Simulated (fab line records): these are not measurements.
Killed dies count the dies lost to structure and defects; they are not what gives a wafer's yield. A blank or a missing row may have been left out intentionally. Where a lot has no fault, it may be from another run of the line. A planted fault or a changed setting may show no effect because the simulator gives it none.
Lot-split experiment | flow n5_finfet | 21 wafers read across 7 lots, on a route 1938 steps long

## ON THE SPLIT
At N5_SDB_ALD_29 (deposits SiNx, target thk 30 nm, pulse time 1 s, ald cycles 600), the setting ald_cycles was moved away from the recipe's 600 on 5 of the 21 wafers read, by +7.7% to +15.7%. All remaining wafers had this setting at the recipe value.

The reading is taken at the split's own step.

## THE READING
SiNx_of_SDB_ALD_29.thk_nm (the simulator's own value, which no gauge read), in nm, at N5_SDB_ALD_29 (deposits SiNx, target thk 30 nm, pulse time 1 s, ald cycles 600). The file does not state a usual value for it. The 16 wafers here that ran the recipe average 30.1 nm, standard deviation 0.14 nm.

wafer  | tool, chamber at the split | ald_cycles as run | against the recipe | SiNx_of_SDB_ALD_29.thk_nm, nm | against lot-mates on the recipe
L074.1 | ald_sin-01, 0,3,2          | 600               | recipe             | 30.2                          | -
L074.2 | ald_sin-01, 0,3,2          | 600               | recipe             | 30.2                          | -
L074.5 | ald_sin-01, 0,3,2          | 600               | recipe             | 30.2                          | -
L076.3 | ald_sin-02, 3              | 600               | recipe             | 30                            | -
L076.4 | ald_sin-02, 2              | 661               | +10.2%             | 33.2                          | +3.1
L076.6 | ald_sin-02, 2              | 600               | recipe             | 30.2                          | -
L077.4 | ald_sin-04, 3              | 600               | recipe             | 29.8                          | -
L077.5 | ald_sin-04, 1              | 646               | +7.7%              | 32.2                          | +2.4
L077.6 | ald_sin-04, 0              | 646               | +7.7%              | 32.4                          | +2.6
L078.2 | ald_sin-01, 3              | 600               | recipe             | 30                            | -
L078.3 | ald_sin-01, 1              | 694               | +15.7%             | 35                            | +5.0
L078.6 | ald_sin-01, 2              | 694               | +15.7%             | 34.8                          | +4.8
L086.1 | ald_sin-04, 0,1            | 600               | recipe             | 30                            | -
L086.2 | ald_sin-04, 0,1            | 600               | recipe             | 30                            | -
L086.3 | ald_sin-04, 2              | 600               | recipe             | 29.8                          | -
L087.2 | ald_sin-01, 1,3,2          | 600               | recipe             | 30.2                          | -
L087.5 | ald_sin-01, 1,3,2          | 600               | recipe             | 30.2                          | -
L087.6 | ald_sin-01, 1,3,2          | 600               | recipe             | 30.2                          | -
L091.2 | ald_sin-01, 0,1,3          | 600               | recipe             | 30                            | -
L091.3 | ald_sin-01, 0,1,3          | 600               | recipe             | 30                            | -
L091.4 | ald_sin-01, 0,1,3          | 600               | recipe             | 30                            | -
Where a row lists several chambers, the file gives one row for several wafers and doesn't say which wafer went through which chamber.

THE FIT
A straight line over all 21 wafers: SiNx_of_SDB_ALD_29.thk_nm changes by +0.306 nm for each +1% of ald_cycles; r = +1.00; the points scatter about the line by 0.14 nm.
The same after taking each lot's own level away (the mean of its wafers on the recipe; 21 wafers): +0.314 nm for each +1%; r = +1.00; scatter 0.077 nm.
Per that fit: largest ald_cycles move, reading shift of 4.9 nm.
The span of the lots' own levels, 29.80 to 30.20 nm, comes to 2.9 times the standard deviation stated above.
Hence the lot-to-lot level has little effect on the slope; both slopes agree.
Check: for one of the wafers moved furthest among these (+15.7%), held out of the fit, the line's prediction against its lot-mates is +4.87 nm. Against them it came out at +5 nm.

## OTHER SPLITS APPLIED TO THESE WAFERS
Note: prior to the reading, these wafers also went through further splits. Each is held against what the fit with the lots' levels taken away leaves over:
other split on the same wafers        | wafers away from the commonest value | r with SiNx_of_SDB_ALD_29.thk_nm (lot level and that fit taken away)
N5_WELL_APT_COAT_02 spin_rpm          | 7                                    | -0.03
N5_WELL_APT_PEB_23 peb_temp_c         | 4                                    | -0.48
N5_WELL_APT_DEVELOP_24 develop_time_s | 10                                   | -0.11
N5_FIN_SAQP_PECVD_48 time_s           | 10                                   | -0.02
N5_FIN_SAQP_DEVELOP_15 develop_time_s | 8                                    | +0.47
N5_FIN_CUT_CUT_ETCH_26 source_w       | 8                                    | -0.13
N5_DUMMY_GATE_CVD_03 temp_c           | 15                                   | -0.03
N5_DUMMY_GATE_COAT_28 spin_rpm        | 8                                    | -0.27
N5_SD_EPI_P_COAT_34 spin_rpm          | 7                                    | -0.10
N5_SDB_CUT_ETCH_26 icp_w              | 6                                    | -0.02

## THE FILE'S OWN FIT
SiNx_of_SDB_ALD_29.thk_nm changes by +0.313 nm for each +1% of ald_cycles, r = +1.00.
